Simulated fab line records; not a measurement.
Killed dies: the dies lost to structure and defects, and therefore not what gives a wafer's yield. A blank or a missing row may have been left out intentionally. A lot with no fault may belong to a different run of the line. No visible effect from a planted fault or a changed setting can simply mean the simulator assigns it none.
fab line records | flow n5-finfet
record lots=5 wafers=15 last-day=17
route steps=1938 shown HKMG_FIN@437 GATE_CUT@465 PASSIVATION@1936
lots untouched by any fault: they come from a run of this same line in which no faults occurred
start-h: the number of hours between the record's first day and the start of the first shown wafer of the lot | wait-h: hours since the lot's step before | " unchanged from the row above | L1.1+2: a row that stands for several wafers | - either no value or no given start | * or withheld: withheld | < > ~ a bound
route shown NAME@n: a module of which the file shows steps, and the number in the route of the first | usual: the fault-free wafers' mean and standard deviation | same: alike in all rows | chamber/n: place in a boat | sites: the reading at each site | _std_site: the standard deviation of these | _edge_site: the outer-site mean with the inner-site mean subtracted | radius-mm: for every site, how far away it sits from the centre of the wafer | mask NAME#n: copy n | behind: the most recent tool/chamber to have shaped the wafer | hold: cause of the lot's hold/its duration in hours/its outcome | device: whichever transistor did not switch (one of n, p or np) | end of line: the tests these same wafers got at the end of their route | for a step that has no rows: nothing shown but its recipe | killed: the dies lost at the first sort to structure and to defects; this is not the yield of the wafer | map: per-die view of a wafer (x killed, . not killed, _ where there is no die)
set.NAME: the run value of the setting; set.NAME@STEP: its run value at that earlier step | model.NAME: the simulator's own value behind a step, which no gauge read
lots at selected steps of the route; one table per step, one row per wafer
services: from which hour (start-h, from the record's first day; less than 0 if before it) a tool's chamber was out of use, for how many hours, and why
## steps
# step N5_HKMG_FIN_STRIP_34
# recipe chemistry=CF4 resist=SiARC power-w=300 bias-power-w=75 pressure-mtorr=50 cf4-flow-sccm=150 rf-frequency-hz=6e+07
# step N5_HKMG_FIN_ETCH_35
# recipe chemistry=N2/H2 target=SOC target-depth-a=2158 ion-energy-ev=65 bias-w=5 source-w=3000 time-s=243.4 pressure-mtorr=30 n2-flow-sccm=200 h2-flow-sccm=200
# step N5_HKMG_FIN_STRIP_92
# recipe chemistry=N2/H2 material=SOC time-s=20 power-w=500 temp-c=40 pressure-mtorr=50 rf-frequency-hz=6e+07 bias-power-w=8 h2-frac=0.5 n2-flow-sccm=300 h2-flow-sccm=300
# usual drypump-motor-current-A=5.6/0.52 n2-flow-sccm=300.1/0.93 oes-product-au=0.77/0.072 power-w=500.0/1.5 rf-vpp-V=54.2/0.87 showerhead-plenum-p-Torr=3.33/0.11 throttle-valve-pct=19.01/0.29
# columns lot.wafer tool chamber start-h wait-h drypump-motor-current-A n2-flow-sccm oes-product-au power-w rf-hours-counter-h rf-vpp-V showerhead-plenum-p-Torr throttle-valve-pct
L286.2 rie-diel-01 3 80.70 0.1 5.9 301.3 0.79 502.3 92 53.9 3.38 19.50
L286.4 " 0 " " 5.7 299.8 0.85 499.6 53 54.6 3.28 18.70
L286.6 " 0 " " 5.7 301.2 0.85 500.7 - 53.9 3.27 18.70
L287.1 rie-diel-03 2 81.84 0.1 6.2 299.7 0.75 499.8 145 53.5 3.35 18.85
L287.2 " 0 " " 5.1 300.4 0.94 498.9 17 55.2 3.58 18.63
L287.6 " 2 " " 6.2 299.2 0.74 498.7 - 55.1 3.35 18.83
L289.1 rie-diel-01 3 96.53 0.1 5.9 300.3 0.79 499.9 98 52.4 3.38 19.49
L289.3 " 2 " " 5.0 301.1 0.69 498.9 225 54.6 3.17 19.15
L289.6 " 3 " " 5.9 301.6 0.79 499.2 - 55.4 3.38 19.49
L298.3 rie-diel-01 0 151.72 0.1 5.7 299.4 0.82 501.4 75 53.0 3.26 18.75
L298.4 " 2 " " 5.0 300.6 0.68 498.8 - 52.1 3.16 19.18
L298.5 " 3 " " 5.9 299.2 0.77 499.0 - 53.3 3.37 19.53
L305.1 rie-diel-04 1 190.30 0.1 6.3 299.8 0.71 503.1 188 54.6 3.37 19.24
L305.2 " 2 " " 5.7 301.2 0.81 502.0 111 53.9 3.25 19.41
L305.3 " 1 " " 6.2 300.1 0.70 499.1 - 54.7 3.37 19.24
# step N5_HKMG_FIN_WET_ETCH_18
# recipe chemistry=SC1 target=TiN mix=1:1:5 temp-c=* time-s=55 target-depth-nm=5.2 dry=ipa-marangoni rinse-time-s=30 rinse-temp-c=23
# step N5_HKMG_FIN_STRIP_19
# recipe chemistry=N2/H2 power-w=2500 temp-c=300 h2-frac=0.65 time-s=360 pressure-mtorr=withheld n2-flow-sccm=1750 h2-flow-sccm=3250
# step N5_HKMG_FIN_ALD_91
# recipe material=TiN target-thk-a=10 temp-c=400 ald-precursor-family=TiCl4 ald-co-reactant=NH3 pulse-time-s=1 purge-time-s=3 co-reactant-purge-time-s=2 co-reactant-pulse-time-s=2 ald-cycles=47 pressure-torr=3
# step N5_HKMG_FIN_COAT_85
# recipe resist=SOC temp-c=250 time-s=60 spin-rpm=1500 resist-thk-nm=300
# step N5_HKMG_FIN_ETCH_86
# recipe chemistry=N2/H2 target=SOC target-depth-a=3932 stop-on=TiN ion-energy-ev=100 bias-w=61 pressure-mtorr=30 source-w=850 n2-flow-sccm=200 h2-flow-sccm=200
# step N5_HKMG_FIN_STRIP_89
# recipe chemistry=N2/H2 material=SOC time-s=20 power-w=500 temp-c=40 pressure-mtorr=50 rf-frequency-hz=6e+07 bias-power-w=8 h2-frac=0.5 n2-flow-sccm=300 h2-flow-sccm=300
# step N5_HKMG_FIN_WET_ETCH_87
# recipe chemistry=SC1 target=TiN mix=1:2:40 temp-c=50 time-s=154.2 target-depth-nm=4.7 dry=ipa-marangoni rinse-time-s=30 rinse-temp-c=23
# step N5_HKMG_FIN_STRIP_88
# recipe chemistry=N2/H2 power-w=2500 temp-c=300 h2-frac=0.65 time-s=360 pressure-mtorr=withheld n2-flow-sccm=1750 h2-flow-sccm=3250
# step N5_HKMG_FIN_NWFM_ALD_20
# recipe material=TiAlC target-thk-a=20 temp-c=300 ald-precursor-family=TiCl4 ald-co-reactant=TEA pulse-time-s=3 purge-time-s=2 co-reactant-purge-time-s=2 co-reactant-pulse-time-s=10 ald-cycles=7 pressure-torr=3
# step N5_HKMG_FIN_ALD_71
# recipe material=TiN target-thk-a=10 temp-c=400 ald-precursor-family=TiCl4 ald-co-reactant=NH3 pulse-time-s=1 purge-time-s=3 co-reactant-purge-time-s=2 co-reactant-pulse-time-s=2 ald-cycles=47 pressure-torr=3
# usual heater-power-w=898/68 precursor-pulse-height-rel=1.000/0.018
# same purge-time-s=3
# columns lot.wafer tool chamber start-h wait-h heater-power-w precursor-pulse-height-rel
L286.2 ald-metal-03 3 82.34 0.0 989 1.000
L286.4 " 2 " " 847 0.997
L286.6 " 0 " " 853 0.981
L287.1 ald-metal-01 1 83.63 0.0 883 1.002
L287.2 " 2 " " 807 0.989
L287.6 " 3 " " 850 0.992
L289.1 ald-metal-01 1 98.19 0.0 885 0.985
L289.3 " 2 " " 808 0.968
L289.6 " 2 " " 815 0.979
L298.3 ald-metal-01 3 153.33 0.0 850 0.987
L298.4 " 1 " " 880 1.010
L298.5 " 0 " " 895 1.001
L305.1 ald-metal-03 2 191.97 0.0 827 1.005
L305.2 " 0 " " 826 0.975
L305.3 " 1 " " 967 1.010
# step N5_HKMG_FIN_COAT_66
# recipe resist=SOC temp-c=250 time-s=60 spin-rpm=1500 resist-thk-nm=300
# step N5_HKMG_FIN_ETCH_67
# recipe chemistry=N2/H2 target=SOC target-depth-a=3889 stop-on=TiN ion-energy-ev=100 bias-w=61 pressure-mtorr=30 source-w=850 n2-flow-sccm=200 h2-flow-sccm=200
# step N5_HKMG_FIN_STRIP_90
# recipe chemistry=N2/H2 material=SOC time-s=20 power-w=500 temp-c=40 pressure-mtorr=50 rf-frequency-hz=6e+07 bias-power-w=8 h2-frac=0.5 n2-flow-sccm=300 h2-flow-sccm=300
# usual drypump-motor-current-A=5.6/0.52 n2-flow-sccm=299.9/0.74 oes-product-au=0.77/0.076 power-w=500.1/1.5 rf-vpp-V=54.2/0.93 showerhead-plenum-p-Torr=3.33/0.11 throttle-valve-pct=19.01/0.29
# columns lot.wafer tool chamber start-h wait-h drypump-motor-current-A n2-flow-sccm oes-product-au power-w rf-hours-counter-h rf-vpp-V showerhead-plenum-p-Torr throttle-valve-pct
L286.2 rie-diel-01 2 82.76 0.0 5.0 298.7 0.69 498.7 220 52.6 3.17 19.12
L286.4 " 1 " " 5.1 300.1 0.74 498.1 187 54.1 3.23 19.20
L286.6 " 2 " " 5.0 299.0 0.70 501.3 - 53.7 3.17 19.12
L287.1 rie-diel-03 3 84.03 0.0 4.8 300.5 0.80 502.0 86 54.3 3.38 18.66
L287.2 " 1 " " 6.4 300.5 0.76 499.9 146 53.3 3.25 18.91
L287.6 " 3 " " 4.8 300.0 0.81 500.5 - 54.4 3.38 18.65
L289.1 rie-diel-03 0 98.74 0.0 5.1 299.9 0.93 500.3 22 53.2 3.58 18.64
L289.3 " 2 " " 6.2 299.7 0.74 498.7 152 54.4 3.35 18.86
L289.6 " 3 " " 4.8 298.8 0.80 496.0 - 53.2 3.38 18.66
L298.3 rie-diel-03 0 153.73 0.0 5.1 300.3 0.90 497.0 44 53.4 3.57 18.67
L298.4 " 3 " " 4.8 300.8 0.78 500.3 107 55.2 3.37 18.69
L298.5 " 2 " " 6.2 301.2 0.72 499.6 - 54.8 3.33 18.88
L305.1 rie-diel-03 2 192.37 0.0 6.2 300.0 0.71 500.9 186 54.8 3.33 18.90
L305.2 " 0 " " 5.1 299.9 0.87 500.8 60 53.4 3.56 18.69
L305.3 " 1 " " 6.3 299.5 0.73 500.1 186 54.9 3.23 18.95
# step N5_HKMG_FIN_WET_ETCH_73
# recipe chemistry=SC1 mix=1:2:40 temp-c=50 time-s=42.3 target-depth-nm=1.3 dry=ipa-marangoni rinse-time-s=30 rinse-temp-c=23
# step N5_HKMG_FIN_ETCHBACK_68
# recipe chemistry=Cl2/Ar stop-on=HfO2 target-depth-a=5 pressure-mtorr=10 icp-w=600 bias-w=60 Cl2_flow_sccm=40 Ar_flow_sccm=60
# step N5_HKMG_FIN_STRIP_69
# recipe chemistry=N2/H2 power-w=2500 temp-c=300 h2-frac=0.65 time-s=360 pressure-mtorr=withheld n2-flow-sccm=1750 h2-flow-sccm=3250
# step N5_HKMG_FIN_ALD_21
# recipe material=TiN target-thk-a=15 temp-c=400 ald-precursor-family=TiCl4 ald-co-reactant=NH3 pulse-time-s=1 purge-time-s=3 co-reactant-purge-time-s=2 co-reactant-pulse-time-s=2 ald-cycles=68 pressure-torr=3
# step N5_HKMG_FIN_ALD_72
# recipe material=W target-thk-a=20 temp-c=300 pressure-torr=7.5 ald-precursor-family=WF6 ald-co-reactant=B2H6 pulse-time-s=1 purge-time-s=2 co-reactant-purge-time-s=2 co-reactant-pulse-time-s=3 ald-cycles=7
# step N5_HKMG_FIN_W_FILL_22
# recipe material=W target-thk-a=600 temp-c=400 pressure-torr=39.4 time-s=18.2
# step N5_HKMG_FIN_PRECLEAN_83
# recipe chemistry=DIW time-s=57.5 temp-c=23
# step N5_HKMG_FIN_SRD_84
# recipe dry-time-s=32 dry=n2-spin spin-rpm=1500
# step N5_HKMG_FIN_CMP_23
# recipe stop-on=SiNx t-overpolish-s=10 post-cmp-clean=rinse-only down-force-psi=4 platen-rpm=50.289 pad-velocity-m-s=1.0006 target-thk-nm=46.326
# step N5_HKMG_FIN_CMP_94
# recipe stop-on=SiNx post-cmp-clean=w-dilute-nh4oh t-overpolish-s=4.7 down-force-psi=4 platen-rpm=50.289 pad-velocity-m-s=1.0006 target-thk-nm=43.299
# usual motor-current-A=12.6/1.4
# columns lot.wafer tool chamber start-h wait-h motor-current-A
L286.4 cmp-01 2 84.45 0.4 10.4
L286.2 " 3 " " 12.8
L286.6 " 3 " " 11.6
L287.1 cmp-03 0 85.80 0.3 12.0
L287.2 " 2 " " 13.9
L287.6 " 0 " " 11.6
L289.3 cmp-01 1 100.69 0.3 11.7
L289.1 " 2 " " 10.6
L289.6 " 1 " " 12.2
L298.4 cmp-03 3 155.43 0.4 11.9
L298.3 " 2 " " 14.3
L298.5 " 3 " " 12.3
L305.1 cmp-01 2 194.07 0.4 10.5
L305.3 " 0 " " 15.3
L305.2 " 1 " " 11.9
# step N5_GATE_CUT_ETCHBACK_00
# recipe chemistry=SF6/Cl2 target=W pressure-mtorr=8 icp-w=900 bias-w=80 SF6_flow_sccm=40 Cl2_flow_sccm=60
# step N5_GATE_CUT_ETCH_56
# recipe chemistry=Cl2/Ar target=TiN target-depth-a=216 pressure-mtorr=10 icp-w=600 bias-w=60 Cl2_flow_sccm=40 Ar_flow_sccm=60
# step N5_GATE_CUT_ETCHBACK_30
# recipe chemistry=Cl2/Ar target=TiN target-depth-a=30 mode=isotropic pressure-mtorr=10 icp-w=600 bias-w=60 Cl2_flow_sccm=40 Ar_flow_sccm=60
# step N5_GATE_CUT_VAPOR_ETCH_60
# recipe chemistry=BCl3/Cl2 target=HfO2 mode=isotropic
# usual drypump-motor-current-A=5.7/0.41 oes-product-au=0.79/0.11
# columns lot.wafer tool chamber start-h wait-h drypump-motor-current-A oes-product-au
L286.2 rie-metal-02 0 84.96 0.0 5.4 0.61
L286.4 " 1 " " 5.2 0.85
L286.6 " 1 " " 5.2 0.86
L287.1 rie-metal-02 1 86.28 0.0 5.2 0.84
L287.2 " 0 " " 5.4 0.60
L287.6 " 1 " " 5.2 0.86
L289.1 rie-metal-03 0 101.16 0.0 5.6 0.57
L289.3 " 1 " " 5.4 0.91
L289.6 " 0 " " 5.6 0.57
L298.3 rie-metal-02 1 155.95 0.0 5.3 0.83
L298.4 " 0 " " 5.4 0.59
L298.5 " 0 " " 5.4 0.59
L305.1 rie-metal-01 1 194.57 0.0 6.0 0.77
L305.2 " 0 " " 6.4 0.77
L305.3 " 1 " " 6.0 0.78
# step N5_GATE_CUT_ETCH_58
# recipe chemistry=CH3F/O2 target=SiNx target-depth-a=170 time-s=128.6 ion-energy-ev=50 pressure-mtorr=30 source-w=415 bias-w=21 Ar_flow_sccm=150 CH3F_flow_sccm=30 O2_flow_sccm=20
# step N5_GATE_CUT_STRIP_59
# recipe chemistry=N2/H2 time-s=20 power-w=100 temp-c=40 pressure-mtorr=100 rf-frequency-hz=6e+07 bias-power-w=3 n2-flow-sccm=300 h2-flow-sccm=300
# step N5_GATE_CUT_PRECLEAN_31
# recipe temp-c=23 chemistry=DIW time-s=300
# step N5_GATE_CUT_SRD_32
# recipe time-s=30 temp-c=23 rinse-liquid=diw dry=ipa-marangoni
# step N5_GATE_CUT_SAC_CAP_01
# recipe material=SiNx target-thk-a=240 temp-c=400 ald-precursor-family=SiH2I2 ald-co-reactant=N2/H2-plasma pulse-time-s=1 ald-cycles=480 purge-time-s=2 co-reactant-purge-time-s=2 pressure-torr=2
# step N5_GATE_CUT_PECVD_57
# recipe material=SiNx target-thk-a=210 temp-c=400 precursor=SiH4/NH3/N2 pressure-torr=1.5 rf-w=300
# step N5_GATE_CUT_CMP_02
# recipe stop-on=SiO2 t-overpolish-s=12.7 post-cmp-clean=alkaline-brush down-force-psi=2.5 platen-rpm=51.8 pad-velocity-m-s=1.0307 target-thk-nm=0
# step N5_GATE_CUT_HM_DEP_46
# recipe material=SiO2 target-thk-a=1300 temp-c=400 precursor=TEOS/O2 pressure-torr=6.5 rf-w=900 teos-flow-sccm=161.4 gas=O2 flow-sccm=2650 time-s=26.6
# usual heater-power-w=519/83 showerhead-plenum-p-Torr=8.35/0.044 throttle-valve-pct=18.7/0.9
# columns lot.wafer tool chamber start-h wait-h heater-power-w showerhead-plenum-p-Torr throttle-valve-pct
L286.2 pecvd-02 2 88.26 0.0 591 8.35 17.2
L286.4 " 0 " " 407 8.32 19.7
L286.6 " 1 " " 481 8.30 18.5
L287.1 pecvd-03 0 89.41 0.0 488 8.39 18.5
L287.2 " 2 " " 505 8.40 18.3
L287.6 " 2 " " 507 8.40 18.2
L289.1 pecvd-02 0 104.20 0.0 369 8.31 19.6
L289.3 " 2 " " 496 8.32 17.0
L289.6 " 2 " " 510 8.33 17.2
L298.3 pecvd-03 1 158.91 0.0 654 8.39 19.3
L298.4 " 1 " " 667 8.40 19.0
L298.5 " 0 " " 614 8.40 18.3
L305.1 pecvd-03 1 197.54 0.0 600 8.43 19.1
L305.2 " 2 " " 511 8.37 18.5
L305.3 " 0 " " 505 8.39 18.5
# step N5_GATE_CUT_COAT_34
# recipe resist=SOC temp-c=250 time-s=60 spin-rpm=1500 resist-thk-nm=60
# step N5_PASSIVATION_PROBE_49
# usual defect-limited-yield=91.7/1.2 killed_at_M0_to_M3=33/9.5 killed_at_M4_up=13/4.9 killed-at-contacts=13/6.6 killed-at-front-end=36/11 killed-at-other=3.0/2.6 killed-dies=97/14 killed-open=65/11 killed-short=31/6.6 sort_bin_5_function=4.8/0.82 sort_bin_6_memory=3.1/0.58 sort-n-pass=1083/14 sort-yield-pct=91.7/1.2
# same gross-dies=1180 killed-at-back-side=0 sort_bin_4_leakage[%]=0 sort_bin_8_speed[%]=0
# columns lot.wafer tool chamber start-h wait-h defect-limited-yield[%] killed_at_M0_to_M3 killed_at_M4_up killed-at-contacts killed-at-front-end killed-at-other killed-dies killed-open killed-short sort_bin_5_function[%] sort_bin_6_memory[%] sort-n-pass sort-yield-pct[%]
L289.1 prober-01 - 288.97 0.0 92.9 32 13 2 32 5 84 52 31 3.9 3.1 1096 92.9
L289.3 prober-01 - 289.07 0.1 90.2 22 17 8 63 6 116 85 30 5.2 4.4 1064 90.2
L289.6 prober-01 - 289.22 0.3 92.9 18 21 11 31 3 84 61 21 4.1 2.8 1096 92.9
L305.3 prober-01 - 404.74 0.1 83.1 50 11 8 127 4 200 70 34 11.1 4.4 980 83.1
# killed by level:class
L289.1 FIN_SAQP:geometric-particle:open=8 BEOL_M0_SAQP:geometric-particle:open=8 BEOL_M3:geometric-particle:open=7 FIN_SAQP:geometric-particle:short=6 BEOL_M4:geometric-particle:open=5 BEOL_M2:geometric-particle:open=4 ILD0:geometric-particle:open=3 GATE_CUT:geometric-particle:open=3
L289.3 FIN_SAQP:geometric-particle:open=31 FIN_SAQP:geometric-particle:short=10 BEOL_M4:geometric-particle:open=9 BEOL_M2:geometric-particle:open=8 DUMMY_GATE:geometric-particle:open=6 MOL_CONTACT_COAG:geometric-particle:open=6 BEOL_M5:geometric-particle:open=5 BEOL_M3:geometric-particle:open=4
L289.6 BEOL_M4:geometric-particle:open=11 FIN_SAQP:geometric-particle:open=10 MOL_CONTACT_COAG:geometric-particle:open=8 BEOL_M2:geometric-particle:open=8 FIN_SAQP:geometric-particle:short=6 BEOL_M1:geometric-particle:open=5 GATE_CUT:geometric-particle:open=3 BEOL_M7:geometric-particle:open=3
L305.3 HKMG_FIN:unspecified=95 BEOL_M0_SAQP:geometric-particle:open=14 BEOL_M3:geometric-particle:open=11 DUMMY_GATE:geometric-particle:open=9 MOL_CONTACT_COAG:geometric-particle:open=6 BEOL_M0_SAQP:geometric-particle:short=5 BEOL_M2:geometric-particle:open=5 BEOL_M4:geometric-particle:open=5
# map L305.3 (x killed, . not)
_________________............________________
______________...x...x..x......._____________
___________......x..x...xx..x....x.__________
__________...........xx.x..........._________
________.............................._______
_______x.....x............x............______
______......x.......xx...x.............._____
_____....x........x.........x...x...x....____
____...............x...x...............x..___
___....x..................x............x...__
___.........................x.x............__
__......x...........x.....x...........x....._
__...............x..................x......._
_................xxx..........x...x..x.......
_.........x.....x.........x...........x......
_..............x....x........................
_............x...x...x...........x...........
_.......x...............x........x..x........
_.....x....................x.....x..x....x...
_..x....................x.x....x..x..........
_..xx...........x.....x...........x.........x
__......................x..................._
__......x...............x..................._
___x.........x.xx.....................x....__
___..........x..xx..xx....x..x.............__
____.......x.x.xxxxxxx...............x....___
_____.x.....x.xxxxxxxxx.x.x..............____
______.......xxxxxxxxx..xx.............x_____
_______.x...x.xxxxxxxxxxxxx..x.xx.xxx..______
________...xx.xxxxxxxxxx....x.....x..._______
__________...xxxxxxxxxxxx..........x_________
___________..xxxxxxxxxxxx..........__________
______________x.xxxxxxx..x.x...._____________
_________________x.xxx..x...x________________
# map L286.2 (x killed, . not)
_________________x......x....________________
______________.................._____________
___________.....x..........x..x....__________
__________.x........................_________
________......xx.........x.....x......_______
_______............x....x.......x......______
______..x..x.............x.............._____
_____...........x..........x.........x...____
____.....x........x.......x..............x___
___................x.x........xx...........__
___............................x...........__
__.............x.........x.................x_
__.......................x...x......x...x..._
_x.........x..x...............x...........x..
_.x...x...................x.......x..x.......
_.............................x..............
_..............x..............x..............
_xx......x......................x............
_..........................x.................
_.........x.......x...x.......x..............
_...........x.....x..........................
__..x.....x.........x..x..............x....x_
__x.............x....x..x...............x..._
___................................x.x.....__
___.....................xx.x............x..__
____.x.x..........................xx.x....___
_____................................x...____
______.......................x....x....._____
_______............................x...______
________x...............x.......x....._______
__________.........x................_________
___________......x...........x..x.x__________
______________...x....x........._____________
_________________...xx.......________________
## services
# columns tool chamber start-h hours kind
rie-diel-01 2 72.79 5.0 repair
cmp-01 - 72.91 0.5 repair
pecvd-03 - 75.68 0.7 repair
rie-diel-04 0 78.53 5.9 repair
ald-metal-01 2 84.42 7.1 repair
pecvd-03 - 91.93 21.2 repair
rie-diel-01 0 95.75 14.8 repair
ald-metal-03 - 110.64 0.5 repair
cmp-03 - 117.28 4.0 pm
cmp-03 - 121.28 - consumable-replace:conditioner
rie-metal-02 - 125.48 2.8 pm
rie-metal-02 - 129.73 0.8 repair
rie-diel-03 3 138.36 7.2 repair
pecvd-02 2 145.44 6.6 repair
cmp-01 - 146.82 4.9 pm
ald-metal-01 3 156.51 - calibration
rie-diel-01 2 158.25 - clean
rie-diel-01 2 158.25 - consumable-replace:focus-ring
rie-diel-01 2 158.25 - consumable-replace:showerhead
rie-diel-01 2 158.25 18.8 scheduled-down
rie-diel-01 2 158.25 18.8 vent-cycle
ald-metal-01 3 165.54 3.3 repair
rie-diel-01 2 182.58 1.8 repair
ald-metal-01 0 186.90 23.9 repair
## key
first-sign step=N5_PASSIVATION_PROBE_49 reading=killed-at-front-end direction=up sigmas=8.7 usual=36 struck=127
effect step=N5_PASSIVATION_PROBE_49 reading=defect-limited-yield direction=down sigmas=7.2 usual=91.7 struck=83.1
more-kills-born-at N5_HKMG_FIN_ALD_71@ald-metal-03=95
met-at N5_HKMG_FIN_ALD_71
struck-wafers L305.3
fault kind=chamber-particle-source tool=ald-metal-03 chamber=1 onset-h=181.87 steps=N5_HKMG_FIN_ALD_71 rate-per-visit-cm2=0.40379 end-h=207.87
